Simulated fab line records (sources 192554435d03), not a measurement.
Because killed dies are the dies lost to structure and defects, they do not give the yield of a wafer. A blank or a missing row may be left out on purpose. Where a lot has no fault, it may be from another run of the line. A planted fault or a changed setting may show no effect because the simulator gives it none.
One fault seen from 2 desks :: flow n5_finfet :: each desk has only its own numbers; what lay behind them comes last

## THE METROLOGY DESK
Means of the sampled wafers that have a number, per lot and without regard to the tool the lot ran on: this is what the gauges read. The brackets show how far a lot's mean lies from the usual mean; more than 4 standard deviations puts the lot out of limits, marked OUT.
Columns: A = cd_nm at N5_BEOL_M2_CD_MEAS_28, usual 26.23 nm
lot: L840
first seen here: day 6 21:33
A: 25.97

lot: L843
first seen here: day 8 02:22
A: 26.29

lot: L844
first seen here: day 8 05:19
A: 26.42

lot: L845
first seen here: day 8 05:55
A: 26.37

lot: L846
first seen here: day 8 09:31
A: 27.36 (+4.5) OUT

lot: L847
first seen here: day 8 16:27
A: 27.48 (+5.0) OUT

lot: L848
first seen here: day 8 19:32
A: 25.92

lot: L852
first seen here: day 9 21:05
A: 26.32

lot: L858
first seen here: day 11 12:13
A: 26.33

lot: L860
first seen here: day 12 03:48
A: 25.96

lot: L862
first seen here: day 12 12:29
A: 26.17
This desk finds L846, L847 out of limits, L846 being first, at day 8 09:31 (cd_nm at N5_BEOL_M2_CD_MEAS_28). L840, L843, L844, L845, L848, L852, L858, L860, L862: within limits.

## TOOL OWNER'S DESK, euv_scanner-01
The tool's own readings at N5_BEOL_M2_EXPOSE_25 (exposes mask V1, defocus 5 nm): means of the sampled wafers that have a number, for each lot that ran on this tool. The brackets show how far a lot's mean lies from the usual mean; more than 4 standard deviations puts the lot out of limits, marked OUT.
Columns: A = exposure_dose_mJ_cm2 at N5_BEOL_M2_EXPOSE_25, usual 62.96
lot: L840
first seen here: day 6 21:25
A: 62.98

lot: L844
first seen here: day 8 05:11
A: 62.98

lot: L845
first seen here: day 8 05:47
A: 62.99

lot: L846
first seen here: day 8 09:22
A: 68.68 (+72) OUT

lot: L847
first seen here: day 8 16:19
A: 67.53 (+57) OUT
This desk finds L846, L847 out of limits, L846 being first, at day 8 09:22 (exposure_dose_mJ_cm2 at N5_BEOL_M2_EXPOSE_25). L840, L844, L845: within limits.

## TAKEN TOGETHER
The tool owner's desk could have raised an alarm at day 8 09:22, on L846, L847.
The metrology desk could have raised an alarm at day 8 09:31, on L846, L847.
On euv_scanner-01, each named lot ran N5_BEOL_M2_EXPOSE_25.

## WHAT HAD BEEN PUT IN BY THE SIMULATOR
Process parameters drifting: euv_scanner-01 at N5_BEOL_M2_EXPOSE_25, beginning at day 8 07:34. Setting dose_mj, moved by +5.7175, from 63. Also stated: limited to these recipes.
Struck lots among those shown: L846, L847.
Hours from the fault's start to each desk's first reading out of limits: the tool owner's desk, 2; the metrology desk, 2.
